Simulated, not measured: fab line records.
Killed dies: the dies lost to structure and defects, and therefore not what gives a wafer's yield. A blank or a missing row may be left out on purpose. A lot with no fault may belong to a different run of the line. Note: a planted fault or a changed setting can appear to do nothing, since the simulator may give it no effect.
Chamber matching + flow n5_finfet + N5_BEOL_M0_ETCH_109 on rie_diel-04 has 4 sister chambers
The step etches SiCN in CH3F/O2, target depth 8 nm, overetch 2.4 nm, time 27.4 s. 8 wafers are shown with their chamber, then 9 later ones without.

== EACH WAFER AND ITS CHAMBER ==
| wafer  | chamber | throttle_valve_pct (%) | drypump_motor_current_A (A) |
|--------|---------|------------------------|-----------------------------|
| L769.2 | 2       | 16.56                  | 5.9                         |
| L772.1 | 2       | 16.58                  | 5.9                         |
| L776.5 | 1       | 16.02                  | 6.1                         |
| L775.1 | 1       | 16.02                  | 6.2                         |
| L775.3 | 0       | 16.28                  | 5.5                         |
| L775.6 | 3       | 16.48                  | 5.7                         |
| L777.5 | 0       | 16.29                  | 5.5                         |
| L777.6 | 3       | 16.49                  | 5.6                         |

== WAFERS WITH NO CHAMBER GIVEN ==
| wafer  | throttle_valve_pct (%) | drypump_motor_current_A (A) |
|--------|------------------------|-----------------------------|
| L786.1 | 16.32                  | 5.5                         |
| L786.3 | 16.08                  | 6.2                         |
| L786.5 | 16.06                  | 6.1                         |
| L787.1 | 16.08                  | 6.2                         |
| L787.2 | 16.54                  | 5.7                         |
| L787.5 | 16.54                  | 5.6                         |
| L788.2 | 16.09                  | 6.1                         |
| L788.3 | 16.55                  | 5.6                         |
| L788.5 | 16.32                  | 5.5                         |

== CHAMBER TAKEN BY EACH ==
| wafer  | from the rows above     | in truth |
|--------|-------------------------|----------|
| L786.1 | 0                       | 0        |
| L786.3 | 1                       | 1        |
| L786.5 | 1                       | 1        |
| L787.1 | 1                       | 1        |
| L787.2 | can't be placed: 2 or 3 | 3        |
| L787.5 | can't be placed: 3 or 2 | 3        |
| L788.2 | 1                       | 1        |
| L788.3 | can't be placed: 2 or 3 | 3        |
| L788.5 | 0                       | 0        |
Placed correctly: 6 of 9. Not placeable from these rows: 3 (in 3, the candidates include the true chamber). Wrongly placed: 0.
How it was worked out, from the rows above alone: a wafer's distance from a chamber is the root of the sum, over the readings, of the square of ((its reading less the chamber's mean) divided by the reading's scatter). If the next closest chamber is less than 2 further off than the closest, the wafer can't be placed; otherwise it belongs to the closest. The mean given for a chamber averages the wafers shown for that chamber. The scatter is the square root of a quotient: the sum, over the shown wafers, of each reading's squared deviation from its chamber's mean, divided by wafers minus chambers.
